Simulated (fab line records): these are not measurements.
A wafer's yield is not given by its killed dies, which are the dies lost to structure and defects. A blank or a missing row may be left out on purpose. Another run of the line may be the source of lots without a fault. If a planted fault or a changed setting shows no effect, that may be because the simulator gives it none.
fab line records	flow n5Finfet
record: lots: 5	wafers: 15	lastDay: 18
route steps=1938 shown BEOL_M5@1174 BEOL_M6@1194
lots that met no fault: from a run of the same line without faults
startH: hours from the record's opening day to when the first of the lot's shown wafers began	waitH: time in hours since the lot's previous step	" as in the row above	L1.1+2: a single row standing in for several wafers	- no value, or no start given	* or withheld: withheld	< > ~ a bound
route shown NAME@n: NAME is a module with steps in the file, n the number in the route of the first one	usual: mean/standard deviation taken from wafers without a fault	same: alike in all rows	chamber/n: place in a boat	sites: readings site by site	_std_site: how widely they spread, as a standard deviation	_edge_site: the outer-site mean with the inner-site mean subtracted	radiusMm: how far each site lies from the wafer's centre	mask NAME#n: copy n	behind: the most recent tool/chamber to have shaped the wafer	hold: why the lot was held/for how many hours/how that ended	device: the transistor (n, p or np) that didn't switch	end of line: tests run on the same wafers once the route is complete	a step given without rows: its recipe and nothing more	killed: not the wafer's yield, but the dies lost to structure and defects at the first sort	map: a wafer's dies, x killed, . not, _ none there
set.NAME: the setting that was run; set.NAME@STEP: the one run at that earlier step	model.NAME: the simulator's own value behind a step, which no gauge read
lots seen at some steps along the route; tables by step, rows by wafer
services: when a tool's chamber went out of use (startH, in hours from the record's first day, below 0 if earlier), for how many hours, and the reason
== steps ==
step: N5_BEOL_M5_CVD_47
recipe: material: Co	targetThkA: 30	tempC: withheld	precursor: CCTBA/H2	pressureTorr: 30	timeS: 216
usual: chamberPressureTorr: 30.00/0.065
lot.wafer	tool	chamber	startH	waitH	chamberPressureTorr
L078.1	cvdCo-01	0	216.70	0.0	30.02
L078.2	"	2	"	"	29.92
L078.3	"	1	"	"	29.87
L085.4	cvdCo-01	0	238.41	0.3	29.93
L085.5	"	2	"	"	30.05
L085.6	"	1	"	"	29.99
L087.1	cvdCo-02	0	253.52	0.1	30.00
L087.4	"	2	"	"	29.91
L087.5	"	1	"	"	30.02
L090.3	cvdCo-02	0	268.99	0.1	29.96
L090.4	"	0	"	"	29.98
L090.5	"	2	"	"	29.98
L097.3	cvdCo-02	1	324.51	0.2	29.83
L097.5	"	0	"	"	29.98
L097.6	"	1	"	"	29.90
step: N5_BEOL_M5_SPUTTER_48
recipe: material: Cu	targetThkA: 150	tempC: -20	chamberPressurePa: 0.07	powerW: withheld	timeS: 27.62
usual: throttleValvePct: 30.5/0.43
lot.wafer	tool	chamber	startH	waitH	throttleValvePct
L078.1	pvdSputter-02	-	216.88	0.1	30.5
L078.2	"	-	"	"	30.4
L078.3	"	-	"	"	31.1
L085.4	pvdSputter-03	-	239.23	0.7	29.8
L085.5	"	-	"	"	30.7
L085.6	"	-	"	"	30.2
L087.1	pvdSputter-02	-	253.70	0.1	31.0
L087.4	"	-	"	"	31.1
L087.5	"	-	"	"	30.6
L090.3	pvdSputter-02	-	269.57	0.5	30.5
L090.4	"	-	"	"	30.3
L090.5	"	-	"	"	31.1
L097.3	pvdSputter-02	-	324.66	0.1	30.4
L097.5	"	-	"	"	30.4
L097.6	"	-	"	"	31.1
step: N5_BEOL_M5_ANNEAL_49
recipe: tempC: 400	timeS: 1800	ambient: vacuum
usual: heaterPowerW: 841/93
lot.wafer	tool	chamber	startH	waitH	heaterPowerW
L078.1	pvdSputter-02	-	216.96	0.0	767
L078.2	"	-	"	"	728
L078.3	"	-	"	"	888
L085.4	pvdSputter-03	-	239.31	0.0	866
L085.5	"	-	"	"	918
L085.6	"	-	"	"	748
L087.1	pvdSputter-02	-	253.78	0.0	936
L087.4	"	-	"	"	914
L087.5	"	-	"	"	929
L090.3	pvdSputter-02	-	269.65	0.0	712
L090.4	"	-	"	"	751
L090.5	"	-	"	"	874
L097.3	pvdSputter-02	-	324.74	0.0	736
L097.5	"	-	"	"	777
L097.6	"	-	"	"	886
step: N5_BEOL_M5_SPUTTER_81
recipe: material: Cu	targetThkA: 150	tempC: -20	chamberPressurePa: 0.07	powerW: withheld	timeS: 27.62
usual: throttleValvePct: 30.5/0.42
lot.wafer	tool	chamber	startH	waitH	throttleValvePct
L078.1	pvdSputter-02	-	217.96	0.5	30.7
L078.2	"	-	"	"	30.5
L078.3	"	-	"	"	31.0
L085.4	pvdSputter-03	-	240.31	0.5	29.7
L085.5	"	-	"	"	30.7
L085.6	"	-	"	"	29.9
L087.1	pvdSputter-02	-	254.79	0.5	31.2
L087.4	"	-	"	"	31.0
L087.5	"	-	"	"	30.8
L090.3	pvdSputter-02	-	270.65	0.5	30.3
L090.4	"	-	"	"	30.7
L090.5	"	-	"	"	31.2
L097.3	pvdSputter-02	-	325.75	0.5	30.7
L097.5	"	-	"	"	30.1
L097.6	"	-	"	"	31.2
step: N5_BEOL_M5_ANNEAL_82
recipe: tempC: 400	timeS: 1800	ambient: vacuum
usual: heaterPowerW: 841/93
lot.wafer	tool	chamber	startH	waitH	heaterPowerW
L078.1	pvdSputter-02	-	218.04	0.0	749
L078.2	"	-	"	"	735
L078.3	"	-	"	"	892
L085.4	pvdSputter-03	-	240.39	0.0	848
L085.5	"	-	"	"	937
L085.6	"	-	"	"	735
L087.1	pvdSputter-02	-	254.87	0.0	930
L087.4	"	-	"	"	886
L087.5	"	-	"	"	918
L090.3	pvdSputter-02	-	270.73	0.0	728
L090.4	"	-	"	"	756
L090.5	"	-	"	"	894
L097.3	pvdSputter-02	-	325.83	0.0	731
L097.5	"	-	"	"	786
L097.6	"	-	"	"	884
step: N5_BEOL_M5_SPUTTER_83
recipe: material: Cu	targetThkA: 150	tempC: -20	chamberPressurePa: 0.07	powerW: withheld	timeS: 27.62
usual: throttleValvePct: 30.5/0.41
lot.wafer	tool	chamber	startH	waitH	throttleValvePct
L078.1	pvdSputter-02	-	219.05	0.5	30.2
L078.2	"	-	"	"	30.3
L078.3	"	-	"	"	31.2
L085.4	pvdSputter-03	-	241.40	0.5	29.8
L085.5	"	-	"	"	30.5
L085.6	"	-	"	"	30.4
L087.1	pvdSputter-02	-	255.87	0.5	30.7
L087.4	"	-	"	"	31.0
L087.5	"	-	"	"	30.7
L090.3	pvdSputter-02	-	271.74	0.5	30.3
L090.4	"	-	"	"	30.4
L090.5	"	-	"	"	30.9
L097.3	pvdSputter-02	-	326.83	0.5	30.4
L097.5	"	-	"	"	30.3
L097.6	"	-	"	"	30.9
step: N5_BEOL_M5_ANNEAL_84
recipe: tempC: 400	timeS: 1800	ambient: vacuum
usual: heaterPowerW: 840/93
lot.wafer	tool	chamber	startH	waitH	heaterPowerW
L078.1	pvdSputter-02	-	219.13	0.0	761
L078.2	"	-	"	"	723
L078.3	"	-	"	"	857
L085.4	pvdSputter-03	-	241.48	0.0	853
L085.5	"	-	"	"	929
L085.6	"	-	"	"	760
L087.1	pvdSputter-02	-	255.95	0.0	929
L087.4	"	-	"	"	889
L087.5	"	-	"	"	892
L090.3	pvdSputter-02	-	271.82	0.0	729
L090.4	"	-	"	"	782
L090.5	"	-	"	"	870
L097.3	pvdSputter-02	-	326.91	0.0	716
L097.5	"	-	"	"	758
L097.6	"	-	"	"	889
step: N5_BEOL_M5_SPUTTER_88
recipe: material: Cu	targetThkA: 150	tempC: -20	chamberPressurePa: 0.07	powerW: withheld	timeS: 27.62
usual: throttleValvePct: 30.5/0.42
lot.wafer	tool	chamber	startH	waitH	throttleValvePct
L078.1	pvdSputter-02	-	220.14	0.5	30.5
L078.2	"	-	"	"	30.3
L078.3	"	-	"	"	31.2
L085.4	pvdSputter-03	-	242.49	0.5	30.0
L085.5	"	-	"	"	30.5
L085.6	"	-	"	"	30.0
L087.1	pvdSputter-02	-	256.96	0.5	30.8
L087.4	"	-	"	"	31.1
L087.5	"	-	"	"	30.6
L090.3	pvdSputter-02	-	272.83	0.5	30.6
L090.4	"	-	"	"	30.8
L090.5	"	-	"	"	31.1
L097.3	pvdSputter-02	-	327.92	0.5	30.4
L097.5	"	-	"	"	30.6
L097.6	"	-	"	"	31.1
step: N5_BEOL_M5_ANNEAL_89
recipe: tempC: 400	timeS: 1800	ambient: vacuum
usual: heaterPowerW: 840/95
lot.wafer	tool	chamber	startH	waitH	heaterPowerW
L078.1	pvdSputter-02	-	220.22	0.0	748
L078.2	"	-	"	"	735
L078.3	"	-	"	"	881
L085.4	pvdSputter-03	-	242.57	0.0	827
L085.5	"	-	"	"	928
L085.6	"	-	"	"	740
L087.1	pvdSputter-02	-	257.05	0.0	945
L087.4	"	-	"	"	882
L087.5	"	-	"	"	949
L090.3	pvdSputter-02	-	272.91	0.0	699
L090.4	"	-	"	"	738
L090.5	"	-	"	"	872
L097.3	pvdSputter-02	-	328.00	0.0	722
L097.5	"	-	"	"	762
L097.6	"	-	"	"	886
step: N5_BEOL_M5_SPUTTER_90
recipe: material: Cu	targetThkA: 45	tempC: -20	chamberPressurePa: 0.07	powerW: withheld	timeS: 8.29
usual: throttleValvePct: 30.5/0.42
lot.wafer	tool	chamber	startH	waitH	throttleValvePct
L078.1	pvdSputter-02	-	221.22	0.5	30.4
L078.2	"	-	"	"	30.9
L078.3	"	-	"	"	30.9
L085.4	pvdSputter-03	-	243.57	0.5	29.8
L085.5	"	-	"	"	30.4
L085.6	"	-	"	"	30.2
L087.1	pvdSputter-02	-	258.14	0.5	30.6
L087.4	"	-	"	"	30.9
L087.5	"	-	"	"	30.6
L090.3	pvdSputter-02	-	273.91	0.5	30.4
L090.4	"	-	"	"	30.5
L090.5	"	-	"	"	31.1
L097.3	pvdSputter-02	-	329.01	0.5	30.4
L097.5	"	-	"	"	30.8
L097.6	"	-	"	"	31.2
step: N5_BEOL_M5_ECD_50
recipe: material: Cu	targetThkA: 3000
lot.wafer	tool	chamber	startH	waitH
L078.1+2+3	ecdCu-01	1,0,1	221.34	0.1
L085.4+5+6	ecdCu-02	0,1,0	243.71	0.1
L087.1+4+5	ecdCu-02	0,0,1	258.26	0.1
L090.3+4+5	ecdCu-01	0,1,1	274.05	0.1
L097.3+5+6	ecdCu-01	1,0,1	329.15	0.1
step: N5_BEOL_M5_ANNEAL_51
recipe: tempC: 225	timeS: 90	ambient: N2
usual: annealTempC: 225.00/0.18	wafer_temp_C_max: 226.2/0.32
lot.wafer	tool	chamber	startH	waitH	annealTempC	wafer_temp_C_max
L078.1	rtpAnneal-02	0	221.43	0.1	225.24	226.2
L078.2	"	0	"	"	225.44	226.2
L078.3	"	0	"	"	224.83	226.4
L085.4	rtpAnneal-01	0	243.91	0.2	224.97	226.6
L085.5	"	0	"	"	225.01	226.2
L085.6	"	0	"	"	224.93	226.7
L087.1	rtpAnneal-02	0	258.41	0.1	224.78	226.3
L087.4	"	0	"	"	224.91	225.8
L087.5	"	0	"	"	224.85	226.5
L090.3	rtpAnneal-02	0	274.21	0.1	224.94	226.0
L090.4	"	0	"	"	225.45	225.9
L090.5	"	0	"	"	225.37	226.0
L097.3	rtpAnneal-01	0	329.30	0.1	225.12	226.4
L097.5	"	0	"	"	224.99	226.7
L097.6	"	0	"	"	225.30	226.2
step: N5_BEOL_M5_CMP_52
recipe: stopOn: SiCOH_lowk	tOverpolishS: 6.9	downForcePsi: 1	platenRpm: 50	clearingPlatenDownForcePsi: 1.5	clearingPlatenRpm: 50	postCmpClean: cuAlkaline	targetThkNm: 62	clearingPlatenPadVelocityMS: 0.99484	padVelocityMS: 0.99484
usual: barrierFieldEndpointS: 24.6/0.5	clearingPlatenDownForcePsi: 1.500/0.0031	motorCurrentA: 5.6/0.38	overpolishRunS: 6.900/0.0092	padLifeWafers: 1129/680	timeToEndpointS: 62.4/2.2
lot.wafer	tool	chamber	startH	waitH	barrierFieldEndpointS	clearingPlatenDownForcePsi	motorCurrentA	overpolishRunS	padLifeWafers	timeToEndpointS
L078.1	cmp-01	1	221.74	0.3	25.0	1.498	5.1	6.921	1788	61.7
L078.2	"	3	"	"	25.0	1.498	5.5	6.885	1790	64.8
L078.3	"	0	"	"	24.4	1.505	6.4	6.907	1791	62.2
L085.4	cmp-02	3	244.15	0.2	24.7	1.502	6.2	6.885	1766	61.9
L085.6	"	1	"	"	25.3	1.500	5.5	6.897	-	64.3
L085.5	"	2	"	"	24.2	1.500	5.5	6.910	-	63.4
L087.1	cmp-04	1	258.70	0.3	24.2	1.507	6.1	6.888	1218	63.8
L087.4	"	0	"	"	23.7	1.501	6.1	6.901	1221	61.9
L087.5	"	1	"	"	24.9	1.508	6.4	6.914	-	63.8
L090.3	cmp-04	0	274.43	0.2	24.1	1.502	6.0	6.885	1362	65.5
L090.4	"	1	"	"	25.6	1.499	6.2	6.914	1363	67.5
L090.5	"	0	"	"	24.2	1.505	6.0	6.905	-	65.0
L097.3	cmp-02	3	329.58	0.2	25.0	1.497	5.9	6.901	374	62.9
L097.6	"	1	"	"	25.0	1.496	5.7	6.898	-	65.0
L097.5	"	2	"	"	24.5	1.502	5.6	6.920	-	62.6
step: N5_BEOL_M5_THK_MEAS_53
recipe: thkMeasGauge: xrf	reads: Cu_of_BEOL_M5_ECD_50
usual: M5_THK: 61.1/1.3
lot.wafer	tool	chamber	startH	waitH	M5_THK[nm]
L078.1	filmMetro-01	-	222.03	-	63.9
L078.2	"	-	"	"	61.8
L078.3	"	-	"	"	60.2
L085.4	filmMetro-02	-	244.37	-	63.2
L085.5	"	-	"	"	60.4
L085.6	"	-	"	"	62.2
L087.1	filmMetro-01	-	259.00	-	61.6
L087.4	"	-	"	"	62.7
L087.5	"	-	"	"	63.1
L090.3	filmMetro-02	-	274.73	-	61.8
L090.4	"	-	"	"	60.3
L090.5	"	-	"	"	60.6
L097.3	filmMetro-01	-	329.80	-	61.6
L097.5	"	-	"	"	61.9
L097.6	"	-	"	"	61.2
step: N5_BEOL_M5_PRE_CLEAN_77
recipe: gas: NH3/H2	timeS: 15	tempC: *	rfPowerW: 300
usual: heaterPowerW: 90/12
lot.wafer	tool	chamber	startH	waitH	heaterPowerW
L078.1	cvdCo-01	0	222.11	0.1	71
L078.2	"	1	"	"	84
L078.3	"	2	"	"	108
L085.4	cvdCo-02	0	244.42	0.1	94
L085.5	"	1	"	"	98
L085.6	"	2	"	"	84
L087.1	cvdCo-02	1	259.04	0.0	100
L087.4	"	0	"	"	90
L087.5	"	2	"	"	87
L090.3	cvdCo-02	1	274.76	0.0	98
L090.4	"	1	"	"	97
L090.5	"	0	"	"	93
L097.3	cvdCo-02	0	329.84	0.0	93
L097.5	"	0	"	"	97
L097.6	"	2	"	"	84
step: N5_BEOL_M5_CO_CAP_78
recipe: material: Co	targetThkA: 20	tempC: 200	precursor: CCTBA/H2	pressureTorr: 30	timeS: 102.1
usual: chamberPressureTorr: 29.99/0.069	heaterPowerW: 243/15
lot.wafer	tool	chamber	startH	waitH	chamberPressureTorr	heaterPowerW
L078.1	cvdCo-01	0	222.15	0.0	29.74	215
L078.2	"	1	"	"	29.93	238
L078.3	"	2	"	"	30.00	258
L085.4	cvdCo-02	0	244.48	0.0	30.00	247
L085.5	"	1	"	"	29.95	258
L085.6	"	2	"	"	30.02	228
L087.1	cvdCo-02	1	259.08	0.0	30.04	245
L087.4	"	0	"	"	30.13	246
L087.5	"	2	"	"	30.09	240
L090.3	cvdCo-02	1	274.80	0.0	29.98	259
L090.4	"	1	"	"	29.89	245
L090.5	"	0	"	"	30.01	242
L097.3	cvdCo-02	0	329.88	0.0	30.08	243
L097.5	"	0	"	"	29.98	249
L097.6	"	2	"	"	29.92	233
step: N5_BEOL_M5_PRE_CLEAN_55
recipe: gas: NH3	timeS: 15	tempC: withheld	rfPowerW: 300
lot.wafer	tool	chamber	startH	waitH
L078.1+2+3	pecvd-01	2,0,1	222.24	0.1
L085.4+5+6	pecvd-03	1,2,0	244.55	0.0
L087.1+4+5	pecvd-02	2,1,2	259.17	0.1
L090.3+4+5	pecvd-02	0,1,0	274.89	0.1
L097.3+5+6	pecvd-03	0,1,0	329.98	0.1
step: N5_BEOL_M5_DEP_56
recipe: material: SiCN	targetThkA: 80	tempC: withheld	precursor: 3MS/NH3	pressureTorr: 3	rfW: 202	timeS: 14
usual: chamberPressureTorr: 3.000/0.0058	showerheadPlenumPTorr: 3.665/0.013	throttleValvePct: 9.0/0.48
lot.wafer	tool	chamber	startH	waitH	chamberPressureTorr	showerheadPlenumPTorr	throttleValvePct
L078.1	pecvd-01	2	222.27	0.0	2.992	3.671	8.7
L078.2	"	0	"	"	3.001	3.654	9.7
L078.3	"	1	"	"	2.995	3.652	9.1
L085.4	pecvd-03	1	244.58	0.0	2.997	3.686	9.1
L085.5	"	2	"	"	3.005	3.671	8.2
L085.6	"	0	"	"	3.001	3.677	8.6
L087.1	pecvd-02	2	259.19	0.0	2.989	3.635	8.4
L087.4	"	1	"	"	2.999	3.667	9.4
L087.5	"	2	"	"	2.991	3.647	8.4
L090.3	pecvd-02	0	274.92	0.0	2.990	3.672	9.1
L090.4	"	1	"	"	3.000	3.669	9.2
L090.5	"	0	"	"	2.994	3.660	9.0
L097.3	pecvd-03	0	330.00	0.0	3.006	3.670	8.6
L097.5	"	1	"	"	2.995	3.690	9.0
L097.6	"	0	"	"	2.999	3.673	8.9
step: N5_BEOL_M5_RS_MEAS_57
recipe: thkMeasGauge: four-point-probe	reads: Co_of_BEOL_M5_CO_CAP_78+Cu_of_BEOL_M5_ECD_50+Co_of_BEOL_M5_CVD_47+TaN_of_BEOL_M5_ALD_86
usual: M5_RS: 0.387/0.0096
lot.wafer	tool	chamber	startH	waitH	M5_RS[ohm/sq]
L078.1	filmMetro-02	-	222.33	0.0	0.369
L078.2	"	-	"	"	0.382
L078.3	"	-	"	"	0.395
L085.4	filmMetro-02	-	244.63	0.0	0.366
L085.5	"	-	"	"	0.388
L085.6	"	-	"	"	0.373
L087.1	filmMetro-01	-	259.26	0.0	0.387
L087.4	"	-	"	"	0.377
L087.5	"	-	"	"	0.376
L090.3	filmMetro-01	-	274.99	0.1	0.377
L090.4	"	-	"	"	0.386
L090.5	"	-	"	"	0.384
L097.3	filmMetro-01	-	330.07	0.1	0.388
L097.5	"	-	"	"	0.385
L097.6	"	-	"	"	0.391
step: N5_BEOL_M5_INSPECT_58
recipe: inspectInstrument: darkfield	mode: postDep
usual: rawDefectCount: 73/22
lot.wafer	tool	chamber	startH	waitH	rawDefectCount
L078.1	defectInspect-02	-	222.36	0.0	62
L078.2	"	-	"	"	45
L078.3	"	-	"	"	56
L085.4	defectInspect-01	-	244.66	0.0	92
L085.5	"	-	"	"	85
L085.6	"	-	"	"	56
L087.1	defectInspect-01	-	259.28	0.0	45
L087.4	"	-	"	"	83
L087.5	"	-	"	"	56
L090.3	defectInspect-01	-	275.01	0.0	82
L090.4	"	-	"	"	37
L090.5	"	-	"	"	82
L097.3	defectInspect-02	-	330.10	0.0	73
L097.5	"	-	"	"	147
L097.6	"	-	"	"	54
step: N5_BEOL_M6_ILD_DEP_00
recipe: material: SiCOH_lowk	targetThkA: 1797.5	tempC: 300	precursor: DEMS/porogen	pressureTorr: 5	rfW: 500	timeS: 33.4
usual: chamberPressureTorr: 5.001/0.011	heaterPowerW: 318/48	showerheadPlenumPTorr: 5.737/0.013	throttleValvePct: 13.9/0.7
lot.wafer	tool	chamber	startH	waitH	chamberPressureTorr	heaterPowerW	showerheadPlenumPTorr	throttleValvePct
L078.1	pecvd-01	0	222.40	0.0	5.003	346	5.723	14.7
L078.2	"	1	"	"	4.993	255	5.710	13.5
L078.3	"	2	"	"	5.002	296	5.738	13.9
L085.4	pecvd-01	0	244.71	0.1	5.020	347	5.735	15.2
L085.5	"	1	"	"	5.003	275	5.720	13.4
L085.6	"	0	"	"	5.009	365	5.735	14.8
L087.1	pecvd-01	2	259.32	0.0	4.989	267	5.745	13.7
L087.4	"	1	"	"	4.986	231	5.724	13.6
L087.5	"	2	"	"	5.006	283	5.741	13.5
L090.3	pecvd-01	1	275.05	0.0	5.001	256	5.714	13.5
L090.4	"	1	"	"	5.005	265	5.722	13.5
L090.5	"	2	"	"	4.995	326	5.746	13.9
L097.3	pecvd-01	2	330.13	0.0	4.999	327	5.744	13.7
L097.5	"	0	"	"	5.000	314	5.732	15.0
L097.6	"	2	"	"	5.001	252	5.740	13.5
step: N5_BEOL_M6_CURE_74
recipe: tempC: 385	timeS: 240	ambient: He/Ar	material: SiCOH_lowk
usual: lampPowerPct: 52.32/0.05	wafer_temp_C_max: 387.1/0.63
lot.wafer	tool	chamber	startH	waitH	lampPowerPct	wafer_temp_C_max
L078.1	uvCure-03	2	222.46	0.0	52.26	388.3
L078.2	"	2	"	"	52.34	387.5
L078.3	"	2	"	"	52.26	387.9
L085.4	uvCure-01	1	245.02	0.3	52.31	386.4
L085.5	"	1	"	"	52.29	386.4
L085.6	"	1	"	"	52.38	386.3
L087.1	uvCure-02	1	259.39	0.0	52.37	386.5
L087.4	"	1	"	"	52.30	385.7
L087.5	"	1	"	"	52.36	385.7
L090.3	uvCure-03	2	275.43	0.4	52.34	386.9
L090.4	"	2	"	"	52.28	387.1
L090.5	"	2	"	"	52.38	387.6
L097.3	uvCure-01	0	330.71	0.6	52.38	387.3
L097.5	"	0	"	"	52.33	387.1
L097.6	"	0	"	"	52.39	386.8
step: N5_BEOL_M6_THK_MEAS_01
recipe: reads: SiCOH_lowk_of_BEOL_M6_ILD_DEP_00
usual: M6_ILD_THK: 155.2/2
lot.wafer	tool	chamber	startH	waitH	M6_ILD_THK[nm]
L078.1	filmMetro-02	-	222.98	0.4	154.7
L078.2	"	-	"	"	151.5
L078.3	"	-	"	"	152.3
L085.4	filmMetro-02	-	245.29	0.2	156.0
L085.5	"	-	"	"	153.6
L085.6	"	-	"	"	156.6
L087.1	filmMetro-01	-	259.90	0.4	156.1
L087.4	"	-	"	"	156.1
L087.5	"	-	"	"	158.1
L090.3	filmMetro-01	-	276.11	0.5	154.1
L090.4	"	-	"	"	157.5
L090.5	"	-	"	"	157.4
L097.3	filmMetro-01	-	331.06	0.3	157.7
L097.5	"	-	"	"	160.1
L097.6	"	-	"	"	159.1
step: N5_BEOL_M6_PECVD_70
recipe: material: SiO2	targetThkA: 200	tempC: 400	precursor: TEOS/O2	pressureTorr: 5.5	rfW: 450	teosFlowSccm: 53.8	gas: O2	flowSccm: 3000	timeS: 22.7
usual: chamberPressureTorr: 5.499/0.01	heaterPowerW: 733/89	showerheadPlenumPTorr: 8.76/0.054	throttleValvePct: 22.5/1.1
lot.wafer	tool	chamber	startH	waitH	chamberPressureTorr	heaterPowerW	showerheadPlenumPTorr	throttleValvePct
L078.1	pecvd-01	0	223.01	0.0	5.492	789	8.74	24.0
L078.2	"	1	"	"	5.490	636	8.72	22.0
L078.3	"	2	"	"	5.511	627	8.82	21.7
L085.4	pecvd-04	2	245.35	0.1	5.493	758	8.82	20.9
L085.5	"	1	"	"	5.505	568	8.81	21.6
L085.6	"	0	"	"	5.485	828	8.77	24.3
L087.1	pecvd-04	0	259.94	0.0	5.476	790	8.76	24.7
L087.4	"	0	"	"	5.514	813	8.78	24.5
L087.5	"	2	"	"	5.532	793	8.85	21.1
L090.3	pecvd-01	0	276.14	0.0	5.497	825	8.74	24.1
L090.4	"	1	"	"	5.505	700	8.71	21.8
L090.5	"	0	"	"	5.496	840	8.73	24.0
L097.3	pecvd-01	2	331.10	0.0	5.487	716	8.82	22.3
L097.5	"	2	"	"	5.504	711	8.85	22.2
L097.6	"	1	"	"	5.510	654	8.71	21.9
step: N5_BEOL_M6_HM_DEP_02
recipe: material: TiN	targetThkA: 200	tempC: 25	chamberPressurePa: 0.49996
usual: throttleValvePct: 30.4/0.43
lot.wafer	tool	chamber	startH	waitH	throttleValvePct
L078.1	pvdSputter-02	-	223.73	0.7	31.2
L078.2	"	-	"	"	30.6
L078.3	"	-	"	"	30.6
L085.4	pvdSputter-01	-	247.53	2.2	30.3
L085.5	"	-	"	"	30.2
L085.6	"	-	"	"	29.5
L087.1	pvdSputter-02	-	261.71	1.8	30.5
L087.4	"	-	"	"	30.8
L087.5	"	-	"	"	30.8
L090.3	pvdSputter-03	-	276.20	0.0	29.8
L090.4	"	-	"	"	30.2
L090.5	"	-	"	"	29.9
L097.3	pvdSputter-02	-	332.25	1.1	31.0
L097.5	"	-	"	"	30.5
L097.6	"	-	"	"	31.1
step: N5_BEOL_M6_COAT_59
recipe: resist: SOC	tempC: 250	timeS: 60	spinRpm: 1500	resistThkNm: 100
lot.wafer	tool	chamber	startH	waitH
L078.1+2+3	lithoTrack-01	0	223.86	0.1
L085.4+5+6	lithoTrack-05	0	247.66	0.1
L087.1+4+5	lithoTrack-02	0	261.84	0.1
L090.3+4+5	lithoTrack-02	0	276.33	0.1
L097.3+5+6	lithoTrack-01	0	332.37	0.1
step: N5_BEOL_M6_COAT_60
recipe: resist: SiARC	tempC: 220	timeS: 60	spinRpm: 1500	resistThkNm: 35
lot.wafer	tool	chamber	startH	waitH
L078.1+2+3	lithoTrack-01	0	-	-
L085.4+5+6	lithoTrack-05	0	-	-
L087.1+4+5	lithoTrack-02	0	-	-
L090.3+4+5	lithoTrack-02	0	-	-
L097.3+5+6	lithoTrack-01	0	-	-
step: N5_BEOL_M6_COAT_05
recipe: resist: CAR-ArF	spinRpm: 1500	resistThkNm: 90
lot.wafer	tool	chamber	startH	waitH
L078.1+2+3	lithoTrack-01	0	-	-
L085.4+5+6	lithoTrack-05	0	-	-
L087.1+4+5	lithoTrack-02	0	-	-
L090.3+4+5	lithoTrack-02	0	-	-
L097.3+5+6	lithoTrack-01	0	-	-
step: N5_BEOL_M6_EBR_07
recipe: solvent: PGMEA	ebrWidthMm: 1.5
lot.wafer	tool	chamber	startH	waitH
L078.1+2+3	lithoTrack-01	0	-	-
L085.4+5+6	lithoTrack-05	0	-	-
L087.1+4+5	lithoTrack-02	0	-	-
L090.3+4+5	lithoTrack-02	0	-	-
L097.3+5+6	lithoTrack-01	0	-	-
step: N5_BEOL_M6_SOFTBAKE_06
recipe: tempC: 110	timeS: 60	resist: CAR-ArF
lot.wafer	tool	chamber	startH	waitH
L078.1+2+3	lithoTrack-01	0	-	-
L085.4+5+6	lithoTrack-05	0	-	-
L087.1+4+5	lithoTrack-02	0	-	-
L090.3+4+5	lithoTrack-02	0	-	-
L097.3+5+6	lithoTrack-01	0	-	-
step: N5_BEOL_M6_EXPOSE_08
recipe: maskId: M6	na: 1.35	sourceShape: dipole	sigmaInner: 0.817	sigmaOuter: 0.97	polarization: te	doseMj: 68.25
lot.wafer	tool	chamber	startH	waitH	mask
L078.1+2+3	arfiScanner-02	0	224.10	-	M6#0
L085.4+5+6	arfiScanner-01	0	247.80	-	M6#0
L087.1+4+5	arfiScanner-02	0	262.08	-	M6#0
L090.3+4+5	arfiScanner-01	0	276.58	-	M6#0
L097.3+5+6	arfiScanner-01	0	332.63	-	M6#0
step: N5_BEOL_M6_PEB_09
recipe: pebTempC: withheld	pebTimeS: 60	resist: CAR-ArF
lot.wafer	tool	chamber	startH	waitH
L078.1+2+3	lithoTrack-01	0	224.17	0.1
L085.4+5+6	lithoTrack-02	0	247.84	0.0
L087.1+4+5	lithoTrack-01	0	262.14	0.1
L090.3+4+5	lithoTrack-01	0	276.63	0.0
L097.3+5+6	lithoTrack-05	0	332.68	0.0
step: N5_BEOL_M6_DEVELOP_10
recipe: developTimeS: 30	developer: TMAH	resist: CAR-ArF	rinseLiquid: diw	dry: airSpin	devTempC: 23
same: developTimeS: 30
lot.wafer	tool	chamber	startH	waitH
L078.1+2+3	lithoTrack-01	0	-	-
L085.4+5+6	lithoTrack-02	0	-	-
L087.1+4+5	lithoTrack-01	0	-	-
L090.3+4+5	lithoTrack-01	0	-	-
L097.3+5+6	lithoTrack-05	0	-	-
step: N5_BEOL_M6_CD_MEAS_11
recipe: targetCdNm: 38.5	landingEnergyEv: 500	detector: seInlens	polarity: opening
usual: cdNm: 38.6/0.44
lot.wafer	tool	chamber	startH	waitH	cdNm
L078.1	cdSem-01	0	224.23	-	38.2
L078.2	"	0	"	"	37.6
L078.3	"	0	"	"	38.0
L085.4	cdSem-01	0	247.91	-	38.4
L085.5	"	0	"	"	38.8
L085.6	"	0	"	"	38.9
L087.1	cdSem-01	0	262.21	-	38.8
L087.4	"	0	"	"	38.8
L087.5	"	0	"	"	38.8
L090.3	cdSem-03	0	276.70	-	38.3
L090.4	"	0	"	"	38.7
L090.5	"	0	"	"	38.5
L097.3	cdSem-02	0	332.75	-	37.4
L097.5	"	0	"	"	38.3
L097.6	"	0	"	"	38.4
step: N5_BEOL_M6_OVL_MEAS_12
recipe: pointsPerWafer: 44
usual: M6_OVL: -0.1/0.75
same: pointsPerWafer: 44
lot.wafer	tool	chamber	startH	waitH	M6_OVL[nm]
L078.1	overlay-01	0	224.26	0.0	-1.5
L078.2	"	0	"	"	-0.5
L078.3	"	0	"	"	-1.2
L085.4	overlay-01	0	247.94	0.0	-0.1
L085.5	"	0	"	"	0.3
L085.6	"	0	"	"	-0.4
L087.1	overlay-02	0	262.24	0.0	-0.5
L087.4	"	0	"	"	-0.2
L087.5	"	0	"	"	-0.2
L090.3	overlay-01	0	276.73	0.0	-0.4
L090.4	"	0	"	"	1.2
L090.5	"	0	"	"	0.0
L097.3	overlay-01	0	332.78	0.0	1.6
L097.5	"	0	"	"	0.3
L097.6	"	0	"	"	1.2
== services ==
tool	chamber	startH	hours	kind
arfiScanner-02	-	197.14	6.0	pm
arfiScanner-01	-	207.84	4.1	repair
arfiScanner-02	-	216.72	4.9	pm
uvCure-01	-	222.53	5.0	pm
uvCure-01	-	227.53	7.5	pm
uvCure-03	-	229.12	1.0	pm
cvdCo-02	-	231.43	0.3	repair
cmp-04	-	232.63	0.3	repair
arfiScanner-01	-	233.10	1.0	pm
uvCure-01	-	236.52	2.1	pm
cmp-04	-	246.71	8.5	pm
pecvd-01	-	256.49	0.9	repair
arfiScanner-02	-	259.05	0.3	repair
cmp-02	-	260.23	0.3	repair
arfiScanner-01	-	261.85	1.3	pm
cmp-02	-	279.17	4.0	pm
uvCure-03	-	279.69	2.1	pm
cvdCo-02	2	286.37	40.8	repair
arfiScanner-01	-	286.40	1.0	pm
arfiScanner-01	-	309.01	0.8	pm
pecvd-02	-	310.09	0.5	repair
pvdSputter-03	-	316.18	2.9	repair
pecvd-02	-	326.05	14.6	pm
arfiScanner-01	-	329.65	2.0	repair
== key ==
fault none
